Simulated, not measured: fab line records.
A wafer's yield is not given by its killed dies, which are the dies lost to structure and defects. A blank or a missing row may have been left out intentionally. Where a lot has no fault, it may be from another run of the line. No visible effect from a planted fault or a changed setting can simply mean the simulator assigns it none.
Which tool did it? || flow nand_harc || 12 lots with 36 wafers sampled at 2 steps, on a route of 1159 steps

== WHAT THE GAUGES READ, wafer by wafer ==
NHARC_P_M2_INSPECT_27.
{"lot": "L074", "measured": "day 6 18:25", "on": "defect_inspect-01", "raw_defect_count": "178 173 176"}
{"lot": "L078", "measured": "day 7 03:31", "on": "defect_inspect-01", "raw_defect_count": "720 420 393"}
{"lot": "L079", "measured": "day 7 14:11", "on": "defect_inspect-02", "raw_defect_count": "186 161 210"}
{"lot": "L081", "measured": "day 7 22:30", "on": "defect_inspect-02", "raw_defect_count": "232 173 492"}
{"lot": "L084", "measured": "day 8 16:56", "on": "defect_inspect-02", "raw_defect_count": "498 331 629"}
{"lot": "L088", "measured": "day 9 13:52", "on": "defect_inspect-01", "raw_defect_count": "261 245 193"}
{"lot": "L086", "measured": "day 9 14:45", "on": "defect_inspect-01", "raw_defect_count": "280 250 166"}
{"lot": "L089", "measured": "day 10 13:24", "on": "defect_inspect-02", "raw_defect_count": "410 308 389"}
{"lot": "L091", "measured": "day 10 13:56", "on": "defect_inspect-02", "raw_defect_count": "324 240 493"}
{"lot": "L092", "measured": "day 10 22:01", "on": "defect_inspect-02", "raw_defect_count": "299 241 363"}
{"lot": "L095", "measured": "day 11 10:02", "on": "defect_inspect-02", "raw_defect_count": "225 170 164"}
{"lot": "L097", "measured": "day 11 23:58", "on": "defect_inspect-01", "raw_defect_count": "232 314 213"}

== WHICH TOOL RAN EACH LOT (tool, then ch and the chambers of the sampled wafers, then the start) ==
{"lot": "L074", "NHARC_P_M1_PRE_CLEAN_30": "pvd_sputter-02, day 6 18:25 or earlier"}
{"lot": "L078", "NHARC_P_M1_PRE_CLEAN_30": "pvd_sputter-01, day 7 03:31 or earlier"}
{"lot": "L079", "NHARC_P_M1_PRE_CLEAN_30": "pvd_sputter-01, day 7 14:11 or earlier"}
{"lot": "L081", "NHARC_P_M1_PRE_CLEAN_30": "pvd_sputter-02, day 7 22:30 or earlier"}
{"lot": "L084", "NHARC_P_M1_PRE_CLEAN_30": "pvd_sputter-02, day 8 16:56 or earlier"}
{"lot": "L088", "NHARC_P_M1_PRE_CLEAN_30": "pvd_sputter-02, day 9 13:52 or earlier"}
{"lot": "L086", "NHARC_P_M1_PRE_CLEAN_30": "pvd_sputter-03, day 9 14:45 or earlier"}
{"lot": "L089", "NHARC_P_M1_PRE_CLEAN_30": "pvd_sputter-01, day 10 13:24 or earlier"}
{"lot": "L091", "NHARC_P_M1_PRE_CLEAN_30": "pvd_sputter-02, day 10 13:56 or earlier"}
{"lot": "L092", "NHARC_P_M1_PRE_CLEAN_30": "pvd_sputter-01, day 10 22:01 or earlier"}
{"lot": "L095", "NHARC_P_M1_PRE_CLEAN_30": "pvd_sputter-01, day 11 10:02 or earlier"}
{"lot": "L097", "NHARC_P_M1_PRE_CLEAN_30": "pvd_sputter-01, day 11 23:58 or earlier"}
- NHARC_P_M1_PRE_CLEAN_30: time 30 s.

== THE ANSWER, worked out from the rows above alone ==
Rule: what is usual is taken from the lots themselves. The widest of any qualifying gaps counts: lots, ordered by their means at a reading, are off when they make up no more than a third of the lots, leave a main group of 4 or more, and stand apart from it by 3 or more times the standard deviation of that group's means. If all means in a main group match to the digits the tables above print for the reading, that group is not used. Also off: a lot with no number at a reading for which 4 or more lots have one. All remaining lots with rows at the step are treated as sound.
No lot is off at any reading shown: from this, nothing can be told.

== WHAT HAD BEEN PUT IN BY THE SIMULATOR ==
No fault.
